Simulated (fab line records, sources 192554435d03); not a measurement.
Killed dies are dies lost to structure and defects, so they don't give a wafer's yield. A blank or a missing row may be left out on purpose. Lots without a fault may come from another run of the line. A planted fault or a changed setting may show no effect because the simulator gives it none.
Chamber matching | flow n5_finfet | N5_BEOL_M3_ALD_84 on ald_metal-03: 4 sister chambers
The step deposits TaN, pulse time 2 s, purge time 3 s, co reactant purge time 2 s. 16 wafers are shown with their chamber, then 8 later ones without.

WAFERS WITH THEIR CHAMBER
wafer  | chamber | heater_power_w (W) | susceptor_temp_C (C) | precursor_vessel_temp_c (C)
L075.2 | 2       | 482                | 275.04               | 74.97
L075.5 | 0       | 388                | 274.98               | 74.96
L075.6 | 1       | 415                | 274.82               | 74.91
L076.1 | 0       | 380                | 274.98               | 75.10
L076.4 | 3       | 331                | 274.87               | 74.97
L076.6 | 3       | 323                | 274.75               | 75.10
L083.2 | 1       | 412                | 275.37               | 75.11
L083.5 | 0       | 376                | 275.35               | 75.06
L083.6 | 1       | 427                | 275.14               | 75.08
L084.1 | 3       | 330                | 274.79               | 75.17
L084.3 | 2       | 475                | 275.14               | 75.13
L084.4 | 0       | 372                | 274.93               | 75.02
L086.1 | 1       | 433                | 274.88               | 74.92
L086.3 | 3       | 327                | 274.89               | 75.07
L086.5 | 1       | 426                | 275.01               | 74.93
L087.1 | 0       | 372                | 274.87               | 75.03

SIGNATURES (means of the wafers above)
reading                 | chamber 0 | chamber 1 | chamber 2 | chamber 3 | scatter within a chamber
heater_power_w          | 377.60    | 422.60    | 478.50    | 327.75    | 6.78
susceptor_temp_C        | 275.0220  | 275.0440  | 275.0900  | 274.8250  | 0.172
precursor_vessel_temp_c | 75.0340   | 74.9900   | 75.0500   | 75.0775   | 0.0825
Rule: a wafer's distance from a chamber is the root of the sum, over the readings, of the square of ((its reading less the chamber's mean) divided by the reading's scatter). The wafer belongs to the nearest chamber; if the next one is less than 2 further off, it can't be placed. The scatter: the root of (the sum of the squares of (reading less its chamber's mean) over the shown wafers, divided by (wafers less chambers)).

WAFERS WITHOUT THEIR CHAMBER
wafer  | heater_power_w (W) | susceptor_temp_C (C) | precursor_vessel_temp_c (C)
L087.4 | 413                | 274.94               | 74.86
L087.5 | 378                | 274.99               | 75.02
L088.1 | 420                | 274.81               | 74.94
L088.3 | 328                | 275.06               | 75.02
L088.4 | 378                | 274.90               | 75.05
L093.1 | 324                | 275.01               | 74.79
L093.3 | 382                | 274.89               | 75.09
L093.6 | 384                | 274.98               | 74.92

WHICH CHAMBER EACH WENT THROUGH
wafer  | from the rows above | in truth
L087.4 | 1                   | 1
L087.5 | 0                   | 0
L088.1 | 1                   | 1
L088.3 | 3                   | 3
L088.4 | 0                   | 0
L093.1 | 3                   | 3
L093.3 | 0                   | 0
L093.6 | 0                   | 0
Placed correctly: 8 of 8. Can't be placed from these rows: 0. Placed wrongly: 0.
